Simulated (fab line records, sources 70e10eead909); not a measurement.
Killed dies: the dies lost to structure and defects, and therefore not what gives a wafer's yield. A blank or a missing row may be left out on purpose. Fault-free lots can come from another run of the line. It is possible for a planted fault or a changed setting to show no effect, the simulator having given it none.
A struck lot beside a sound one | flow nand-harc | 14 out of 1159 route steps
Sound: these wafers, L713.1, L713.5, L713.6. Struck: wafer L725.3; the same lot's L725.5 was not struck, so it is left out; see the end for the cause.
Each step with rows lists, per side, the tool, then ch with its chambers, then its first start. Under that, the readings that differ: sound wafers | struck wafers | difference of the means | sigmas: that difference in standard deviations of wafers without a fault.
alike: words and numbers the same on both sides, and readings whose means are apart by under 2 such deviations; not compared: readings that were withheld, readings missing a value for some wafer, numbers with overlapping values and no deviation given by the record, and bounds like >300 which may hide the same value.
Wherever a step has rows on one side only, a row that says differs or no value, or a row with sigmas, the two part there. Numbers that have no deviation but don't overlap get no sigmas and don't part them. A reading missing from all wafers of one side parts the sides only when that side holds two or more wafers.

NHARC_A_BONDPAD_THK_MEAS_20: measures by xrf.
  sound: film-metro-02 at day 18 19:45; struck: film-metro-02 at day 20 23:18
  alike: thk-nm
then, 1 step without rows for these wafers: NHARC_A_BONDPAD_SRD_21 (time 30 s, dry time 20 s).
NHARC_A_BONDPAD_INSPECT_23:
  sound: defect-inspect-02 at day 18 19:58; struck: defect-inspect-01 at day 20 23:31
  alike: raw-defect-count
NHARC_HYBRID_BOND_ACTIVATE_00: chemistry N2, time 60 s.
  sound on rie-diel-12 ch 0,1,2, day 18 20:02; struck on rie-diel-04 ch 0, day 20 23:35
  alike: drypump-motor-current-A, oes-product-au, rf-vpp-V, showerhead-plenum-p-Torr
  not compared: rf-hours-counter-h
then, 4 steps without rows for these wafers: NHARC_HYBRID_BOND_PRECLEAN_01 (cleans in DIW, time 300 s); NHARC_HYBRID_BOND_SRD_02 (time 30 s, dry time 20 s); NHARC_HYBRID_BOND_BOND_03; NHARC_HYBRID_BOND_ANNEAL_04 (time 7200 s).
NHARC_HYBRID_BOND_OVL_MEAS_05:
  sound: overlay-01 at day 19 07:31; struck: overlay-02 at day 21 09:17
  alike: overlay-x-nm, overlay-y-nm
NHARC_HYBRID_BOND_INSPECT_06: inspects for defects (ir void).
  sound: defect-inspect-01 at day 19 07:34; struck: defect-inspect-02 at day 21 09:21
  reading          | sound    | struck | difference | sigmas
  raw-defect-count | 22 18 16 | 45     | +26        | +2
NHARC_THIN_TSV_GRIND_00:
  sound on grinder-01 ch 0, day 19 09:59; struck on grinder-01 ch 0, day 21 09:53
  alike: motor-current-A
NHARC_THIN_TSV_CMP_01: polishes.
  sound on cmp-03 ch 0,1,2, day 19 11:17; struck on cmp-03 ch 2, day 21 10:45
  alike: motor-current-A
NHARC_THIN_TSV_THK_MEAS_02: measures by ir.
  sound: film-metro-01 at day 19 11:29; struck: film-metro-01 at day 21 10:59
  reading     | sound          | struck | difference | sigmas
  thk-nm (nm) | 2600 2989 2963 | 0      | -2851      | -14
next, for these wafers, 1 step has no rows: NHARC_THIN_TSV_SRD_03.

== WHERE THEY PART ==
Last at NHARC_THIN_TSV_THK_MEAS_02 as far as this record goes, first at NHARC_HYBRID_BOND_INSPECT_06.

WHY: whatever the simulator had introduced
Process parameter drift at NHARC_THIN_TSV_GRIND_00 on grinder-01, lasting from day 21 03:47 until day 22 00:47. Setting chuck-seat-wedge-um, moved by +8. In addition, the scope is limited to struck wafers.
